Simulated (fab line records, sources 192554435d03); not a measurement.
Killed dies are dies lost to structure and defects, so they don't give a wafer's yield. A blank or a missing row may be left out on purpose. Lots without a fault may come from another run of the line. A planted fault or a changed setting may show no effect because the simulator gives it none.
fab line records | flow n5_finfet
record lots=5 wafers=15 last_day=18
route steps=1938 shown BEOL_M0_SAQP@687 BEOL_M0_CUTY@701 BEOL_M0@715 BEOL_M4@1111 PASSIVATION@1936
lots that met no fault: from a run of the same line without faults
start_h: hours from the record's first day to the start of the lot's first wafer shown | wait_h: hours since the lot's step before | " the same as in the row above | L1.1+2: a row that stands for several wafers | - no value, or no start given | * or withheld: withheld | < > ~ a bound
route shown NAME@n: a module of which the file shows steps, and the number in the route of the first | usual: mean/standard deviation of fault-free wafers | same: alike in all rows | chamber/n: place in a boat | sites: the reading at each site | _std_site: their standard deviation | _edge_site: outer sites' mean less inner sites' | radius_mm: how far each site lies from the wafer's centre | mask NAME#n: copy n | behind: the tool/chamber that last shaped the wafer | hold: why the lot was held/for how many hours/how that ended | device: the transistor (n, p or np) that didn't switch | end of line: the same wafers' tests at the end of the route | a step without rows: its recipe alone | killed: dies lost to structure and defects at the first sort, not the wafer's yield | map: a wafer's dies, x killed, . not, _ none there
set.NAME: the setting as run; set.NAME@STEP: as run at that earlier step | model.NAME: the simulator's own value behind a step, which no gauge read
lots at some steps of the route; a table a step, a row a wafer
services: from which hour (start_h, from the record's first day; less than 0 if before it) a tool's chamber was out of use, for how many hours, and why
## steps
# step N5_BEOL_M0_SAQP_PEB_38
# recipe peb_temp_c=100 peb_time_s=60 resist=CAR-EUV
# step N5_BEOL_M0_SAQP_DEVELOP_39
# recipe develop_time_s=30 developer=TMAH resist=CAR-EUV rinse_liquid=surfactant_rinse dry=air_spin dev_temp_c=23
# step N5_BEOL_M0_SAQP_DESCUM_45
# recipe chemistry=O2 time_s=7 source_power_w=50 bias_power_w=20 pressure_mtorr=20 rf_frequency_hz=2.712e+07 temp_c=40 resist=CAR-EUV o2_flow_sccm=225
# step N5_BEOL_M0_SAQP_ETCH_88
# recipe chemistry=N2/H2 target=underlayer target_depth_a=65 time_s=5.2 ion_energy_ev=200 mask_material=CAR-EUV pressure_mtorr=30 source_w=840 bias_w=150 n2_flow_sccm=200 h2_flow_sccm=200 ends=cleared
# step N5_BEOL_M0_SAQP_ETCH_73
# recipe chemistry=CF4 target=SiARC target_depth_a=195 mask_material=CAR-EUV time_s=32.5 ion_energy_ev=80 pressure_mtorr=40 source_w=545 bias_w=36 Ar_flow_sccm=100 cf4_flow_sccm=100 ends=cleared
# step N5_BEOL_M0_SAQP_CUT_ETCH_46
# recipe chemistry=N2/H2 target=SOC target_depth_a=1350 overetch_a=270 temp_c=40 time_s=202.5 ion_energy_ev=200 mask_material=SiARC pressure_mtorr=30 source_w=840 bias_w=150 n2_flow_sccm=200 h2_flow_sccm=200
# step N5_BEOL_M0_SAQP_STRIP_74
# recipe chemistry=N2/H2 temp_c=40 n2_flow_sccm=200 h2_flow_sccm=200 rf_frequency_hz=6e+07
# step N5_BEOL_M0_SAQP_STRIP_89
# recipe chemistry=N2/H2 temp_c=40 n2_flow_sccm=200 h2_flow_sccm=200 rf_frequency_hz=6e+07
# step N5_BEOL_M0_SAQP_ALD_48
# recipe material=SiO2 target_thk_a=200 temp_c=100 ald_precursor_family=BDEAS ald_co_reactant=O2-plasma pulse_time_s=1 co_reactant_pulse_time_s=1 purge_time_s=2 co_reactant_purge_time_s=2 ald_cycles=139 pressure_torr=2
# step N5_BEOL_M0_SAQP_ETCH_49
# recipe chemistry=CF4/O2 target_depth_a=370 target=SiO2 pressure_mtorr=40 source_w=535 bias_w=49 Ar_flow_sccm=100 cf4_flow_sccm=100 O2_flow_sccm=10 ion_energy_ev=100
# usual drypump_motor_current_A=5.8/0.45 oes_product_au=0.71/0.039 rf_vpp_V=242/7.5 showerhead_plenum_p_Torr=2.25/0.052 throttle_valve_pct=15.96/0.21
# columns lot.wafer tool chamber start_h wait_h drypump_motor_current_A oes_product_au rf_hours_counter_h rf_vpp_V showerhead_plenum_p_Torr throttle_valve_pct model.etch.depth_nm model.BEOL_M0_SAQP.feature_depth_nm model.SOC_of_BEOL_M0_SAQP_COAT_69.thk_nm
L533.2 rie_diel-05 1 138.87 0.3 5.1 0.70 177 245 2.30 16.06 35.78 35.8 71.6
L533.5 " 1 " " 5.1 0.70 - 244 2.30 16.07 35.71 35.8 71.6
L533.6 " 0 " " 5.3 0.75 - 242 2.31 15.67 36.88 36.8 70.8
L535.1 rie_diel-05 2 146.82 0.3 6.4 0.98 192 241 2.27 15.68 55.44 55.4 61
L535.5 " 0 " " 5.3 1.00 - 240 2.31 15.69 55.48 55.4 60.8
L535.6 " 1 " " 5.1 0.92 - 245 2.29 16.07 54.36 54.4 61.6
L540.3 rie_diel-05 1 178.12 0.3 5.1 0.90 190 245 2.29 16.09 53.08 53 62.4
L540.4 " 3 " " 6.1 0.86 223 247 2.19 16.04 53.16 53.2 62.2
L540.5 " 2 " " 6.3 0.96 - 239 2.27 15.69 55.23 55.2 61.2
L541.1 rie_diel-05 2 189.56 0.3 6.3 0.97 205 240 2.26 15.70 55.84 55.8 60.8
L541.2 " 0 " " 5.3 0.98 158 241 2.30 15.70 55.59 55.6 60.8
L541.6 " 0 " " 5.3 0.99 - 242 2.30 15.70 55.85 55.8 60.4
L552.1 rie_diel-03 2 269.30 0.3 5.6 0.76 126 232 2.22 16.11 36.79 36.8 70.6
L552.3 " 3 " " 5.9 0.65 247 234 2.27 16.36 35.94 36 71.6
L552.6 " 3 " " 5.9 0.66 - 233 2.27 16.39 36.28 36.2 71.2
# step N5_BEOL_M0_SAQP_STRIP_75
# recipe chemistry=CF4 resist=SiARC power_w=300 bias_power_w=75 pressure_mtorr=50 cf4_flow_sccm=150 rf_frequency_hz=6e+07
# step N5_BEOL_M0_CUTY_COAT_50
# recipe resist=SiARC temp_c=220 time_s=60 spin_rpm=1500 resist_thk_nm=15
# step N5_BEOL_M0_CUTY_COAT_51
# recipe resist=CAR-ArF-block spin_rpm=1500 resist_thk_nm=150
# step N5_BEOL_M0_CUTY_EBR_52
# recipe solvent=PGMEA ebr_width_mm=1.5
# step N5_BEOL_M0_CUTY_SOFTBAKE_53
# recipe temp_c=110 time_s=60 resist=CAR-ArF-block
# step N5_BEOL_M0_CUTY_EXPOSE_54
# recipe mask_id=M0_ABLK na=1.35 source_shape=conventional sigma_outer=0.8 polarization=unpolarized dose_mj=36
# step N5_BEOL_M0_CUTY_PEB_55
# recipe peb_temp_c=110 peb_time_s=60 resist=CAR-ArF-block
# step N5_BEOL_M0_CUTY_DEVELOP_56
# recipe develop_time_s=30 developer=TMAH resist=CAR-ArF-block rinse_liquid=diw dry=air_spin dev_temp_c=23
# step N5_BEOL_M0_CUTY_DESCUM_61
# recipe chemistry=O2 time_s=7.9 source_power_w=50 bias_power_w=20 pressure_mtorr=20 rf_frequency_hz=2.712e+07 temp_c=40 resist=CAR-ArF-block o2_flow_sccm=225
# step N5_BEOL_M0_CUTY_ETCH_62
# recipe chemistry=CF4 target=SiARC mask_material=CAR-ArF-block time_s=58.5 ion_energy_ev=80 pressure_mtorr=40 source_w=545 bias_w=36 Ar_flow_sccm=100 cf4_flow_sccm=100 ends=cleared
# step N5_BEOL_M0_CUTY_ETCH_63
# recipe chemistry=N2/H2 target=SOC target_depth_a=827 overetch_a=165 mask_material=SiARC temp_c=40 ion_energy_ev=200 time_s=124 pressure_mtorr=30 source_w=840 bias_w=150 n2_flow_sccm=200 h2_flow_sccm=200
# usual drypump_motor_current_A=5.6/0.45 oes_product_au=0.68/0.072 rf_vpp_V=524.4/2.1 showerhead_plenum_p_Torr=2.56/0.082 throttle_valve_pct=17.64/0.19
# columns lot.wafer tool chamber start_h wait_h drypump_motor_current_A oes_product_au rf_hours_counter_h rf_vpp_V showerhead_plenum_p_Torr throttle_valve_pct model.etch.depth_nm
L533.2 rie_diel-02 3 139.41 0.0 6.1 0.60 182 523.5 2.50 17.84 71.6
L533.5 " 2 " " 6.2 0.77 - 522.0 2.50 17.32 71.62
L533.6 " 1 " " 5.4 0.68 - 522.1 2.47 17.44 70.76
L535.1 rie_diel-02 1 147.48 0.0 5.4 0.63 67 520.9 2.47 17.43 60.99
L535.5 " 2 " " 6.2 0.69 - 522.3 2.50 17.29 60.83
L535.6 " 1 " " 5.4 0.62 - 519.5 2.47 17.43 61.6
L540.3 rie_diel-02 0 178.66 0.0 6.2 0.70 17 521.7 2.47 17.78 62.38
L540.4 " 1 " " 5.4 0.62 77 521.7 2.47 17.45 62.17
L540.5 " 3 " " 6.1 0.55 - 522.8 2.50 17.86 61.13
L541.1 rie_diel-02 0 190.09 0.0 6.2 0.68 21 521.7 2.47 17.81 60.83
L541.2 " 2 " " 6.2 0.67 28 523.0 2.49 17.34 60.72
L541.6 " 0 " " 6.2 0.69 - 522.9 2.47 17.81 60.44
L552.1 rie_diel-01 3 270.88 0.0 4.8 0.62 129 524.4 2.55 17.57 70.63
L552.3 " 2 " " 5.6 0.69 61 524.3 2.58 17.69 71.55
L552.6 " 0 " " 5.6 0.58 - 526.1 2.63 17.73 71.18
# step N5_BEOL_M0_CUTY_STRIP_64
# recipe chemistry=N2/H2 temp_c=40 n2_flow_sccm=200 h2_flow_sccm=200 rf_frequency_hz=6e+07
# step N5_BEOL_M0_ETCH_138
# recipe chemistry=CH3F/O2 target_depth_a=120 target=SiCN time_s=31.6 ion_energy_ev=120 pressure_mtorr=30 source_w=395 bias_w=75 Ar_flow_sccm=150 CH3F_flow_sccm=30 O2_flow_sccm=20 ends=cleared
# step N5_BEOL_M0_HM_OPEN_105
# recipe chemistry=Cl2/BCl3 target_depth_a=120 target=TiN ion_energy_ev=150 pressure_mtorr=10 icp_w=1000 bias_w=126 Cl2_flow_sccm=53.25 bcl3_flow_sccm=21.75 Ar_flow_sccm=25
# step N5_BEOL_M0_STRIP_140
# recipe chemistry=CF4 resist=SiARC power_w=300 bias_power_w=75 pressure_mtorr=50 cf4_flow_sccm=150 rf_frequency_hz=6e+07
# usual drypump_motor_current_A=5.6/0.46 oes_product_au=0.83/0.08 rf_vpp_V=271.2/1.5 showerhead_plenum_p_Torr=1.79/0.048 throttle_valve_pct=13.37/0.27
# columns lot.wafer tool chamber start_h wait_h drypump_motor_current_A oes_product_au rf_hours_counter_h rf_vpp_V showerhead_plenum_p_Torr throttle_valve_pct model.SiO2_of_BEOL_M0_SAQP_ALD_48.thk_nm
L533.2 rie_diel-01 2 140.51 0.2 5.5 0.91 12 271.0 1.82 13.31 12.2
L533.5 " 0 " " 5.7 0.74 - 270.6 1.87 13.57 12.2
L533.6 " 2 " " 5.6 0.92 - 272.0 1.82 13.27 11.2
L535.1 rie_diel-02 2 153.99 0.4 6.2 0.90 16 269.5 1.78 13.07 5.6
L535.5 " 0 " " 6.2 0.92 - 269.9 1.77 13.65 5.6
L535.6 " 1 " " 5.4 0.81 - 269.8 1.74 13.11 5.6
L540.3 rie_diel-02 0 181.88 0.3 6.2 0.90 18 271.9 1.77 13.65 5.6
L540.4 " 2 " " 6.2 0.88 26 270.1 1.78 13.11 5.6
L540.5 " 1 " " 5.4 0.80 - 269.6 1.74 13.13 5.6
L541.1 rie_diel-04 0 191.40 0.1 5.8 0.93 5 273.4 1.79 13.58 5.6
L541.2 " 2 " " 5.0 0.82 59 272.7 1.80 13.14 5.6
L541.6 " 0 " " 5.9 0.93 - 270.1 1.79 13.56 5.6
L552.1 rie_diel-02 2 271.39 0.2 6.2 0.83 52 268.0 1.77 13.16 11.4
L552.3 " 0 " " 6.2 0.85 48 269.2 1.76 13.73 12
L552.6 " 2 " " 6.2 0.83 - 267.7 1.77 13.17 11.8
# step N5_BEOL_M0_STRIP_104
# recipe chemistry=N2/H2 power_w=450 temp_c=40 pressure_mtorr=20 rf_frequency_hz=6e+07 overash_fraction=0.3 bias_power_w=7 h2_frac=0.5 n2_flow_sccm=200 h2_flow_sccm=200
# step N5_BEOL_M4_RC_MEAS_101
# usual DIBL_N=36.2/2.2 DIBL_P=36.5/3 IOFF_N=0.16/0.039 IOFF_P=0.22/0.047 ION_N=675/15 ION_P=463/10 SS_N=71.6/0.71 SS_P=73.4/0.94 VT_N=250/3.6 VT_P=-250/3.9
# columns lot.wafer tool chamber start_h wait_h DIBL_N[mV/V] DIBL_P[mV/V] IOFF_N[nA/um] IOFF_P[nA/um] ION_N[uA/um] ION_P[uA/um] SS_N[mV/dec] SS_P[mV/dec] VT_N[mV] VT_P[mV]
L533.2 prober-02 0 194.75 0.2 37.3 39.2 0.17 0.25 662 452 71.9 74.2 250 -248
L533.5 " 0 " " 29.9 29.1 0.08 0.12 635 442 69.9 71.4 262 -256
L533.6 " 0 " " 37.4 39.7 0.18 0.26 669 463 71.4 73.7 249 -245
L535.1 prober-02 0 200.80 0.0 36.8 38.3 0.19 0.26 665 460 72.2 75.0 245 -245
L535.5 " 0 " " 39.2 40.2 0.23 0.30 683 463 72.6 75.2 247 -246
L535.6 " 0 " " 37.2 38.9 0.19 0.28 673 465 71.4 75.3 249 -246
L540.3 prober-02 0 230.79 0.3 36.5 37.8 0.17 0.22 682 472 71.5 72.9 248 -250
L540.4 " 0 " " 37.0 38.2 0.19 0.23 694 475 71.6 73.3 247 -250
L540.5 " 0 " " 39.4 41.5 0.23 0.29 693 476 72.5 75.3 248 -245
L541.1 prober-02 0 248.27 0.0 33.4 32.0 0.12 0.16 676 463 71.4 72.1 253 -251
L541.2 " 0 " " 36.8 36.9 0.19 0.26 703 484 72.2 73.4 248 -244
L541.6 " 0 " " 33.4 33.1 0.12 0.20 676 476 71.6 72.1 256 -250
L552.1 prober-01 0 320.94 0.0 35.6 36.6 0.16 0.21 669 460 72.2 72.8 250 -250
L552.3 " 0 " " 35.7 37.9 0.18 0.23 693 476 71.6 73.7 247 -250
L552.6 " 0 " " 36.3 39.2 0.19 0.26 685 473 72.2 73.8 248 -248
# step N5_PASSIVATION_PROBE_49
# usual defect_limited_yield=91.5/1.5 killed_at_M0_to_M3=32/10 killed_at_M4_up=13/4.9 killed_at_contacts=13/6.1 killed_at_front_end=38/11 killed_at_other=3/3.2 killed_dies=101/18 killed_open=66/13 killed_short=32/8.3 sort_bin_5_function=5.0/1 sort_bin_6_memory=3.2/0.74 sort_bin_8_speed=0.1/1.1 sort_n_pass=1078/22
# same gross_dies=1180 killed_at_back_side=0 sort_bin_4_leakage[%]=0
# columns lot.wafer tool chamber start_h wait_h defect_limited_yield[%] killed_at_M0_to_M3 killed_at_M4_up killed_at_contacts killed_at_front_end killed_at_other killed_dies killed_open killed_short sort_bin_5_function[%] sort_bin_6_memory[%] sort_bin_8_speed[%] sort_n_pass
L533.2 prober-01 - 300.47 0.1 91.3 40 17 10 32 4 103 74 24 5.6 2.9 0 1077
L533.5 prober-01 - 300.62 0.2 89.7 33 17 18 51 3 122 88 30 6.6 3.5 0.4 1053
L533.6 prober-01 - 300.67 0.3 90.3 37 15 10 51 1 114 79 31 5.6 4.0 0 1066
L541.1 prober-02 - 352.72 0.0 93.1 19 9 13 38 3 82 55 26 5.1 1.8 0 1098
L541.2 prober-02 - 352.77 0.1 92.5 23 22 10 28 5 88 65 22 3.7 3.6 0 1092
L541.6 prober-02 - 352.97 0.3 91.4 42 7 17 33 3 102 64 35 5.2 3.0 0 1078
# killed by level:class
L533.2 FIN_SAQP:geometric_particle:open=9 MOL_CONTACT_COAG:geometric_particle:open=9 BEOL_M0_SAQP:geometric_particle:open=8 BEOL_M4:geometric_particle:open=8 BEOL_M1:geometric_particle:open=7 BEOL_M3:geometric_particle:open=7 STI_FIN_REVEAL:geometric_particle:open=5 BEOL_M2:geometric_particle:open=5
L533.5 MOL_CONTACT_COAG:geometric_particle:open=16 FIN_SAQP:geometric_particle:open=13 BEOL_M4:geometric_particle:open=12 BEOL_M2:geometric_particle:open=11 STI_FIN_REVEAL:geometric_particle:open=10 FIN_SAQP:geometric_particle:short=7 GATE_CUT:geometric_particle:open=5 BEOL_M0_SAQP:geometric_particle:open=5
L533.6 STI_FIN_REVEAL:geometric_particle:open=15 DUMMY_GATE:geometric_particle:open=9 BEOL_M3:geometric_particle:open=8 BEOL_M2:geometric_particle:open=7 BEOL_M1:geometric_particle:open=7 BEOL_M4:geometric_particle:open=7 FIN_SAQP:geometric_particle:short=6 MOL_CONTACT_COAG:geometric_particle:open=6
L541.1 MOL_CONTACT_COAG:geometric_particle:open=12 FIN_SAQP:geometric_particle:short=6 DUMMY_GATE:geometric_particle:open=6 GATE_CUT:geometric_particle:short=6 BEOL_M1:geometric_particle:open=5 FIN_SAQP:geometric_particle:open=3 SPACER0:geometric_particle:open=3 GATE_CUT:geometric_particle:open=3
L541.2 MOL_CONTACT_COAG:geometric_particle:open=9 BEOL_M4:geometric_particle:open=8 DUMMY_GATE:geometric_particle:open=7 BEOL_M0_SAQP:geometric_particle:open=7 BEOL_M8:geometric_particle:open=6 FIN_SAQP:geometric_particle:open=4 STI_FIN_REVEAL:geometric_particle:open=4 BEOL_M0_SAQP:geometric_particle:short=4
L541.6 MOL_CONTACT_COAG:geometric_particle:open=14 BEOL_M0_SAQP:geometric_particle:short=14 BEOL_M0_SAQP:geometric_particle:open=13 GATE_CUT:geometric_particle:short=8 BEOL_M3:geometric_particle:open=6 STI_FIN_REVEAL:geometric_particle:open=4 BEOL_M2:geometric_particle:open=4 FIN_SAQP:geometric_particle:open=3
## services
# columns tool chamber start_h hours kind
rie_diel-01 0 114.92 6.0 repair
rie_diel-05 0 124.31 6.9 repair
rie_diel-03 1 127.54 46.7 repair
rie_diel-05 3 136.41 7.8 repair
rie_diel-01 1 139.95 - clean
rie_diel-01 1 139.95 - consumable_replace:focus_ring
rie_diel-01 1 139.95 16.9 scheduled_down
rie_diel-01 1 139.95 16.9 vent_cycle
rie_diel-04 0 165.14 - clean
rie_diel-04 0 165.14 - consumable_replace:focus_ring
rie_diel-04 0 165.14 17.2 scheduled_down
rie_diel-04 0 165.14 17.2 vent_cycle
rie_diel-04 1 173.76 7.8 repair
rie_diel-04 3 182.36 - clean
rie_diel-04 3 182.36 - consumable_replace:focus_ring
rie_diel-04 3 182.36 21.1 scheduled_down
rie_diel-04 3 182.36 21.1 vent_cycle
rie_diel-02 2 220.06 5.1 repair
rie_diel-02 - 236.00 4.0 repair
rie_diel-03 - 242.73 14.6 pm
rie_diel-04 - 260.98 14.6 pm
## key
first_sign step=N5_BEOL_M0_SAQP_ETCH_49 reading=oes_product_au direction=up sigmas=6 usual=0.71 struck=0.95
effect none on later readings
model_effect step=N5_BEOL_M0_SAQP_ETCH_49 value=etch.depth_nm without=36.49 struck=54.89
model_effect step=N5_BEOL_M0_CUTY_ETCH_63 value=etch.depth_nm without=70.85 struck=61.23
model_effect step=N5_BEOL_M0_STRIP_140 value=SiO2_of_BEOL_M0_SAQP_ALD_48.thk_nm without=11.58 struck=5.6
met_at N5_BEOL_M0_SAQP_ETCH_49
struck_wafers L535.1,L535.5,L535.6,L540.3,L540.4,L540.5,L541.1,L541.2,L541.6
onset_between 138.87 146.82
fault kind=process_parameter_drift tool=rie_diel-05 chamber=- onset_h=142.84 steps=N5_BEOL_M0_SAQP_ETCH_49 channel=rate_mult offset=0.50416 shape=step end_h=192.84
